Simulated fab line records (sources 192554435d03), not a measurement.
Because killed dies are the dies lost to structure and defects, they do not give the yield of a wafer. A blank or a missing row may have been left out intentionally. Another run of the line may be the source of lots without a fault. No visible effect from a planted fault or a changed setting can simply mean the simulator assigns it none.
Split-lot study	flow n5_finfet	on a route of 1938 steps: 7 lots, 21 wafers read

THE SPLIT
At N5_HKMG_FIN_ETCH_86 (etches SOC in N2/H2, stops on TiN, target depth 393.2 nm), the setting target_depth_a was moved away from the recipe's 3932 angstrom on 2 of the 21 wafers read, by -10.4% to +7.0%. All remaining wafers had this setting at the recipe value.

The reading comes from the split's own step.

THE READING
SOC_of_HKMG_FIN_COAT_85.thk_nm (the simulator's own value, which no gauge read), in nm, at N5_HKMG_FIN_ETCH_86 (etches SOC in N2/H2, stops on TiN, target depth 393.2 nm). The file does not state a usual value for it. Average 16.8 nm, standard deviation 2.3 nm, over the 19 wafers here run with the recipe.

wafer	tool, chamber at the split	target_depth_a as run, angstrom	against the recipe	SOC_of_HKMG_FIN_COAT_85.thk_nm, nm	against lot-mates on the recipe
L074.3	rie_diel-05, 1	3932	recipe	20.2	-
L074.4	rie_diel-05, 2	3525	-10.4%	46.4	+29.2
L074.6	rie_diel-05, 0	3932	recipe	14.2	-
L075.1	rie_diel-04, 0	3932	recipe	18.6	-
L075.3	rie_diel-04, 2	3932	recipe	18	-
L075.4	rie_diel-04, 1	3932	recipe	19.8	-
L079.1	rie_diel-02, 3	3932	recipe	16	-
L079.3	rie_diel-02, 0	3932	recipe	13.6	-
L079.6	rie_diel-02, 1	3932	recipe	21.6	-
L083.2	rie_diel-04, 2	3932	recipe	18.4	-
L083.4	rie_diel-04, 3	3932	recipe	14.4	-
L083.6	rie_diel-04, 3	3932	recipe	14.4	-
L087.1	rie_diel-05, 0	3932	recipe	15	-
L087.6	rie_diel-05, 0	3932	recipe	15	-
L087.4	rie_diel-05, 2	3932	recipe	18	-
L090.3	rie_diel-05, 3	3932	recipe	17.2	-
L090.4	rie_diel-05, 0	3932	recipe	15	-
L090.5	rie_diel-05, 2	3932	recipe	18	-
L091.2	rie_diel-02, 2	4207	+7.0%	8.4	-7.1
L091.5	rie_diel-02, 3	3932	recipe	16.6	-
L091.6	rie_diel-02, 0	3932	recipe	14.4	-

FIT RESULTS
A straight line over all 21 wafers: SOC_of_HKMG_FIN_COAT_85.thk_nm changes by -2.33 nm for each +1% of target_depth_a; r = -0.91; the points scatter about the line by 3.1 nm.
The same after taking each lot's own level away (the mean of its wafers on the recipe; 21 wafers): -2.24 nm for each +1%; r = -0.90; scatter 3 nm.
The reading moves by 23 nm for the largest change in target_depth_a, on that fit.
The span of the lots' own levels, 15.50 to 18.80 nm, comes to 1.4 times the standard deviation stated above.
The two slopes agree, so the slope changes little with the lot-to-lot level.
Check: for one of the wafers moved furthest among these (-10.4%), held out of the fit, the line's prediction against its lot-mates is +10.5 nm. Against them it came out at +29.2 nm.

ADDITIONAL SPLITS CARRIED BY THESE WAFERS
Note: prior to the reading, these wafers also went through further splits. Each is held against what the fit with the lots' levels taken away leaves over:
other split on the same wafers	wafers away from the commonest value	r with SOC_of_HKMG_FIN_COAT_85.thk_nm (lot level and that fit taken away)
N5_SD_EPI_N_EPI_21 time_s	6	+0.31
N5_SD_EPI_P_COAT_34 spin_rpm	3	+0.34
N5_SDB_EXPOSE_08 dose_mj	9	-0.31
N5_SDB_ETCH_17 bias_w	6	-0.34
N5_HKMG_FIN_PEB_10 peb_time_s	8	+0.28
N5_HKMG_FIN_DEVELOP_11 develop_time_s	8	+0.01

THE FILE'S OWN FIT
SOC_of_HKMG_FIN_COAT_85.thk_nm changes by -2.25 nm for each +1% of target_depth_a, r = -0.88.
